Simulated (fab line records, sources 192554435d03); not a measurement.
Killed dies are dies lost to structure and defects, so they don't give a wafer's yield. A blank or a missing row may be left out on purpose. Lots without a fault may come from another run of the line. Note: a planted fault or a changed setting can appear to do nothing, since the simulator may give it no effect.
Comparing a struck lot with a sound one + flow n5_finfet + 14 out of 1938 route steps
Sound: the wafers L674.2, L674.4, L674.5. Struck: wafers L679.4, L679.5, L679.6. The cause comes at the end.
Per side, at each step with rows, come the tool, then ch with its chambers, and then its first start. Under that, the readings that differ: sound wafers + struck wafers + difference of the means + sigmas: that difference in standard deviations of wafers without a fault.
alike: a reading whose means differ by less than 2 such deviations, as well as words and numbers matching on both sides. not compared: withheld readings; readings where some wafer has no value; bounds like >300 that might hide an equal value; numbers whose values overlap and for which the record gives no deviation.
A row with sigmas, a row that says differs or no value, or rows on one side alone: a step with any of these is where the two part. When numbers do not overlap yet have no deviation, they are printed without sigmas and do not part them. A reading that every wafer of one side lacks parts them only if that side has two wafers or more.

N5_BEOL_M15_VIA_ETCH_16: etches SiO2 in C4F8/O2/Ar, target depth 1792.2 nm.
  sound on rie_diel-05 ch 0,2,3, day 13 22:09; struck on rie_diel-03 ch 0,1,3, day 16 01:39
  alike: drypump_motor_current_A, he_inner_torr, oes_product_au, rf_fwd_power_W, rf_vpp_V, showerhead_plenum_p_Torr, throttle_valve_pct
N5_BEOL_M15_STRIP_63: strips in O2.
  sound: rie_diel-05 ch 0,2,3; struck: rie_diel-03 ch 0,1,3
  alike: drypump_motor_current_A, oes_product_au, rf_vpp_V, showerhead_plenum_p_Torr, throttle_valve_pct
  not compared: rf_hours_counter_h
N5_BEOL_M15_STRIP_64: strips in O2.
  sound: rie_diel-05 ch 0,2,3; struck: rie_diel-03 ch 0,1,3
  alike: drypump_motor_current_A, oes_product_au, rf_vpp_V, showerhead_plenum_p_Torr, throttle_valve_pct
  not compared: rf_hours_counter_h
then, 2 steps without rows for these wafers: N5_BEOL_M15_STRIP_65 (strips in post etch residue remover, time 60 s); N5_BEOL_M15_SRD_66 (time 30 s, dry time 30 s).
N5_BEOL_M15_CD_MEAS_17: target cd 360 nm.
  sound on cd_sem-01 at day 13 22:34; struck on cd_sem-02 at day 16 02:04
  alike: cd_nm
then, 1 step without rows for these wafers: N5_BEOL_M15_COAT_56 (time 60 s, resist thk 550 nm).
N5_BEOL_M15_ETCH_57: etches SOC in N2/H2, time 750 s.
  sound on rie_diel-03 ch 0,1,3, day 13 22:41; struck on rie_diel-03 ch 0,2,3, day 16 02:10
  alike: drypump_motor_current_A, oes_product_au, rf_fwd_power_W, rf_vpp_V, showerhead_plenum_p_Torr, throttle_valve_pct
  not compared: rf_hours_counter_h
then, 4 steps without rows for these wafers: N5_BEOL_M15_COAT_60 (time 60 s, resist thk 89 nm); N5_BEOL_M15_COAT_22 (resist thk 800 nm); N5_BEOL_M15_EBR_24; N5_BEOL_M15_SOFTBAKE_23 (time 60 s).
N5_BEOL_M15_EXPOSE_25: exposes mask M15, target cd 400 nm.
  struck on krf_scanner-01, day 16 02:47; sound on krf_scanner-02 ch 0, day 13 23:25
  no value came back on the struck wafers for exposure_dose_mJ_cm2, focus_offset_nm (nm), na, stage_vel_mm_s (mm/s); on the sound wafers exposure_dose_mJ_cm2 reads 35.46 35.50 35.52
  alike: mask
then, 1 step without rows for these wafers: N5_BEOL_M15_PEB_26 (peb time 90 s).

WHERE THEY PART
Within this record, at N5_BEOL_M15_EXPOSE_25 only.

WHY: whatever the simulator had introduced
Beginning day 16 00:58, the whole step at N5_BEOL_M15_EXPOSE_25 was skipped on krf_scanner-01. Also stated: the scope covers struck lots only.
